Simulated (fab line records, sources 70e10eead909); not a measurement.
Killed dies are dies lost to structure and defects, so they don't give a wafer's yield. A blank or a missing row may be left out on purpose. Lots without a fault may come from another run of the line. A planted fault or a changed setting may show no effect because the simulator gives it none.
fab line records | flow nand_harc
record lots=13 wafers=39 last_day=33
route steps=1302 shown A_M1@1184
lots that met no fault: from a run of the same line without faults
start_h: hours from the record's first day to the start of the lot's first wafer shown | wait_h: hours since the lot's step before | " the same as in the row above | L1.1+2: a row that stands for several wafers | - no value, or no start given | * or withheld: withheld | < > ~ a bound
route shown NAME@n: a module of which the file shows steps, and the number in the route of the first | usual: mean/standard deviation of fault-free wafers | same: alike in all rows | chamber/n: place in a boat | sites: the reading at each site | _std_site: their standard deviation | _edge_site: outer sites' mean less inner sites' | radius_mm: how far each site lies from the wafer's centre | mask NAME#n: copy n | behind: the tool/chamber that last shaped the wafer | hold: why the lot was held/for how many hours/how that ended | device: the transistor (n, p or np) that didn't switch | end of line: the same wafers' tests at the end of the route | a step without rows: its recipe alone | killed: dies lost to structure and defects at the first sort, not the wafer's yield | map: a wafer's dies, x killed, . not, _ none there
set.NAME: the setting as run; set.NAME@STEP: as run at that earlier step | model.NAME: the simulator's own value behind a step, which no gauge read
steps of the route over a sample of lots; a table a step, a row a wafer
services: from which hour (start_h, from the record's first day; less than 0 if before it) a tool's chamber was out of use, for how many hours, and why
## steps
# step NHARC_A_M1_ETCH_15
# recipe target_depth_a=1825 time_s=91.2 c4f8_flow_sccm=withheld ar_flow_sccm=400 rf_w=600 bias_w=300 chemistry=C4F8/Ar
# usual oes_product_au=0.954/0.023 rf_vpp_V=440.8/2.3
# same time_s=91.2
# columns lot.wafer tool chamber start_h wait_h oes_product_au rf_hours_counter_h rf_vpp_V
L499.2 rie_diel-13 0 - - 0.969 0.2 440.1
L499.3 " 3 " " 0.970 0.2 440.8
L499.6 " 0 " " 0.977 - 440.1
L500.3 rie_diel-13 1 - - 0.958 0.3 440.7
L500.1 " 3 " " 0.981 0.3 442.9
L500.6 " 1 " " 0.969 - 439.8
L502.3 rie_diel-07 3 - - 0.949 2.5 442.0
L502.1 " 0 " " 0.937 2.3 438.6
L502.5 " 3 " " 0.946 - 445.1
L501.3 rie_diel-07 2 - - 0.921 2.2 442.1
L501.5 " 0 " " 0.916 - 439.6
L501.6 " 1 " " 0.910 - 437.4
L509.4 rie_diel-06 3 - - 0.971 8.7 439.6
L509.2 " 1 " " 0.974 10.0 440.9
L509.5 " 2 " " 0.971 - 444.2
L511.2 rie_diel-13 0 - - 0.922 5.4 441.2
L511.3 " 2 " " 0.917 5.7 443.2
L511.4 " 3 " " 0.921 5.4 441.7
L513.1 rie_diel-13 2 - - 0.968 6.7 441.4
L513.3 " 3 " " 0.989 6.5 440.8
L513.5 " 0 " " 0.957 - 441.0
L512.1 rie_diel-06 0 - - 0.990 0.2 438.0
L512.5 " 3 " " 0.965 - 439.7
L512.6 " 0 " " 0.987 - 438.0
L517.2 rie_diel-13 1 - - 0.959 1.0 440.0
L517.5 " 0 " " 0.955 - 441.3
L517.6 " 1 " " 0.956 - 439.6
L518.1 rie_diel-06 3 - - 0.962 3.9 439.6
L518.6 " 0 " " 0.976 - 438.9
L518.5 " 1 " " 0.973 - 441.9
L520.3 rie_diel-06 1 - - 0.962 3.3 443.2
L520.1 " 3 " " 0.967 4.1 438.7
L520.2 " 0 " " 0.977 4.0 438.8
L519.1 rie_diel-13 0 - - 0.942 2.3 440.9
L519.3 " 1 " " 0.954 1.6 439.9
L519.6 " 1 " " 0.935 - 438.7
L521.2 rie_diel-06 2 - - 0.977 3.5 442.9
L521.1 " 0 " " 0.918 4.4 439.0
L521.6 " 2 " " 0.982 - 445.7
# step NHARC_A_M1_PVD_21
# recipe target_thk_a=300 chamber_pressure_pa=5 power_w=5000 substrate_temp_c=30 time_s=20.49 material=Cu
# usual throttle_valve_pct=29.6/0.79
# same time_s=20.49
# columns lot.wafer tool chamber start_h wait_h throttle_valve_pct
L499.3 pvd_sputter-02 - - - 29.7
L499.2 " - " " 29.7
L499.6 " - " " 29.9
L500.1 pvd_sputter-03 - - - 30.5
L500.3 " - " " 30.1
L500.6 " - " " 28.1
L502.3 pvd_sputter-02 - - - 29.7
L502.1 " - " " 29.8
L502.5 " - " " 29.8
L501.3 pvd_sputter-02 - - - 29.8
L501.5 " - " " 30.0
L501.6 " - " " 29.4
L509.2 pvd_sputter-03 - - - 30.7
L509.4 " - " " 27.9
L509.5 " - " " 29.6
L511.4 pvd_sputter-03 - - - 29.9
L511.3 " - " " 28.2
L511.2 " - " " 28.7
L513.3 pvd_sputter-01 - - - 30.0
L513.1 " - " " 29.4
L513.5 " - " " 30.2
L512.1 pvd_sputter-03 - - - 28.4
L512.5 " - " " 27.8
L512.6 " - " " 28.5
L517.2 pvd_sputter-02 - - - 29.8
L517.6 " - " " 30.4
L517.5 " - " " 29.5
L518.1 pvd_sputter-01 - - - 29.9
L518.6 " - " " 29.1
L518.5 " - " " 30.1
L520.3 pvd_sputter-01 - - - 30.4
L520.1 " - " " 31.0
L520.2 " - " " 29.2
L519.3 pvd_sputter-03 - - - 28.2
L519.1 " - " " 31.4
L519.6 " - " " 28.2
L521.2 pvd_sputter-02 - - - 29.9
L521.1 " - " " 29.7
L521.6 " - " " 30.1
# step NHARC_A_M1_ECD_22
# recipe target_thk_a=4000 bath_temp_c=25 material=Cu
# columns lot.wafer tool chamber start_h wait_h
L499.2+3+6 ecd_cu-02 0,0,1 536.01 -
L500.1+3+6 ecd_cu-01 0,1,0 537.20 -
L502.1+3+5 ecd_cu-02 0 554.07 -
L501.3+5+6 ecd_cu-01 1,1,0 555.34 -
L509.2+4+5 ecd_cu-02 0,1,0 639.92 -
L511.2+4+3 ecd_cu-01 0,1,0 642.12 -
L513.1+3+5 ecd_cu-01 1,0,0 668.14 -
L512.1+5+6 ecd_cu-01 1,0,1 676.58 -
L517.2+5+6 ecd_cu-01 0,1,0 722.65 -
L518.1+6+5 ecd_cu-01 0,0,1 729.96 -
L520.2+1+3 ecd_cu-01 1,0,0 738.42 -
L519.1+3+6 ecd_cu-02 0 738.98 -
L521.1+2+6 ecd_cu-01 0,1,1 760.06 -
# step NHARC_A_M1_CMP_23
# recipe t_overpolish_s=20 target_thk_nm=154.34
# usual motor_current_A=12.3/1 time_to_endpoint_s=28/3.1
# columns lot.wafer tool chamber start_h wait_h motor_current_A time_to_endpoint_s
L499.3 cmp-04 0 536.78 - 12.3 25
L499.2 " 1 " " 13.0 21
L499.6 " 3 " " 13.3 20
L500.3 cmp-04 1 537.96 - 12.9 19
L500.1 " 2 " " 12.8 25
L500.6 " 1 " " 12.7 20
L502.3 cmp-02 1 554.81 - 11.4 31
L502.1 " 3 " " 11.3 30
L502.5 " 2 " " 12.2 28
L501.3 cmp-01 1 555.99 - 13.2 27
L501.6 " 0 " " 12.5 29
L501.5 " 1 " " 13.3 27
L509.2 cmp-01 3 640.70 - 11.2 27
L509.4 " 0 " " 13.3 18
L509.5 " 1 " " 12.3 28
L511.3 cmp-02 1 642.82 - 12.1 30
L511.2 " 2 " " 12.5 23
L511.4 " 3 " " 11.2 24
L513.3 cmp-02 2 668.87 - 12.8 27
L513.1 " 3 " " 11.7 29
L513.5 " 0 " " 10.3 33
L512.1 cmp-02 0 677.31 - 10.1 35
L512.5 " 2 " " 11.9 28
L512.6 " 3 " " 11.4 31
L517.2 cmp-02 3 723.34 - 11.0 28
L517.6 " 3 " " 11.2 27
L517.5 " 0 " " 10.0 33
L518.1 cmp-04 0 730.73 - 12.4 30
L518.5 " 2 " " 12.4 26
L518.6 " 3 " " 13.3 28
L520.1 cmp-04 1 739.17 - 12.9 25
L520.3 " 2 " " 12.0 30
L520.2 " 3 " " 12.5 31
L519.1 cmp-02 3 739.75 - 11.2 27
L519.3 " 0 " " 10.1 33
L519.6 " 1 " " 12.4 29
L521.2 cmp-01 1 760.82 - 12.4 30
L521.1 " 2 " " 13.9 28
L521.6 " 1 " " 13.1 30
# step NHARC_A_M1_DEP_33
# recipe target_thk_a=300 temp_c=370 target_thk_nm=30 pressure_torr=3 flow_sccm=200 rf_w=450 material=SiCN
# usual heater_power_w=570/55
# columns lot.wafer tool chamber start_h wait_h heater_power_w
L499.3 pecvd-04 0 537.39 0.1 627
L499.2 " 1 " " 596
L499.6 " 2 " " 591
L500.3 pecvd-01 2 538.59 0.1 535
L500.1 " 0 " " 497
L500.6 " 1 " " 506
L502.3 pecvd-04 1 555.43 0.1 632
L502.1 " 2 " " 609
L502.5 " 2 " " 610
L501.3 pecvd-01 2 556.59 0.1 601
L501.6 " 2 " " 615
L501.5 " 1 " " 458
L509.2 pecvd-01 2 641.30 0.1 559
L509.4 " 1 " " 514
L509.5 " 2 " " 566
L511.2 pecvd-01 1 643.41 0.1 506
L511.3 " 2 " " 560
L511.4 " 0 " " 561
L513.1 pecvd-04 1 669.47 0.1 609
L513.3 " 2 " " 554
L513.5 " 1 " " 607
L512.1 pecvd-04 1 677.96 0.1 592
L512.6 " 2 " " 633
L512.5 " 0 " " 579
L517.2 pecvd-02 2 723.96 0.1 509
L517.5 " 2 " " 522
L517.6 " 1 " " 650
L518.1 pecvd-04 1 731.30 0.1 505
L518.5 " 2 " " 573
L518.6 " 0 " " 610
L520.1 pecvd-01 1 739.76 0.1 518
L520.2 " 2 " " 645
L520.3 " 0 " " 561
L519.1 pecvd-01 0 740.37 0.1 574
L519.3 " 1 " " 477
L519.6 " 0 " " 554
L521.2 pecvd-01 1 761.45 0.1 491
L521.1 " 2 " " 666
L521.6 " 2 " " 667
## services
# columns tool chamber start_h hours kind
ecd_cu-01 - 512.00 8.0 pm
rie_diel-13 - 519.32 9.0 pm
pecvd-01 1 521.48 6.5 repair
pvd_sputter-03 - 526.33 10.0 pm
cmp-02 - 529.00 4.0 pm
ecd_cu-01 - 532.78 1.5 repair
rie_diel-06 0 545.62 11.0 repair
ecd_cu-01 - 555.87 2.0 repair
pecvd-04 2 558.56 5.7 repair
cmp-02 - 562.30 4.1 repair
ecd_cu-01 - 580.51 4.2 repair
pvd_sputter-02 - 589.95 0.8 repair
cmp-02 - 604.48 1.1 repair
rie_diel-06 3 616.15 5.7 repair
cmp-02 - 627.00 4.0 pm
pecvd-04 - 631.22 13.0 pm
pvd_sputter-02 - 638.45 10.0 pm
cmp-02 - 639.45 1.6 repair
rie_diel-06 - 661.22 9.0 pm
pecvd-01 - 673.22 13.0 pm
ecd_cu-01 - 688.00 8.0 pm
rie_diel-13 - 696.32 9.0 pm
cmp-02 - 725.00 4.0 pm
rie_diel-13 1 761.36 6.5 repair
## key
first_sign step=NHARC_A_M1_CMP_23 reading=time_to_endpoint_s direction=down sigmas=3 usual=* struck=*
effect none on later readings
met_at NHARC_A_M1_ECD_22
struck_lots L509
struck_wafers L509.4
not_acting_at NHARC_A_M1_ETCH_15,NHARC_A_M1_PVD_21,NHARC_A_M1_DEP_33
onset_between 554.07 639.92
fault kind=process_parameter_drift tool=ecd_cu-02 chamber=- onset_h=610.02 steps=NHARC_A_M1_ECD_22 channel=target_thk_a offset=* shape=step end_h=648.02 scope=struck_wafers_only acts_in=* stated=*
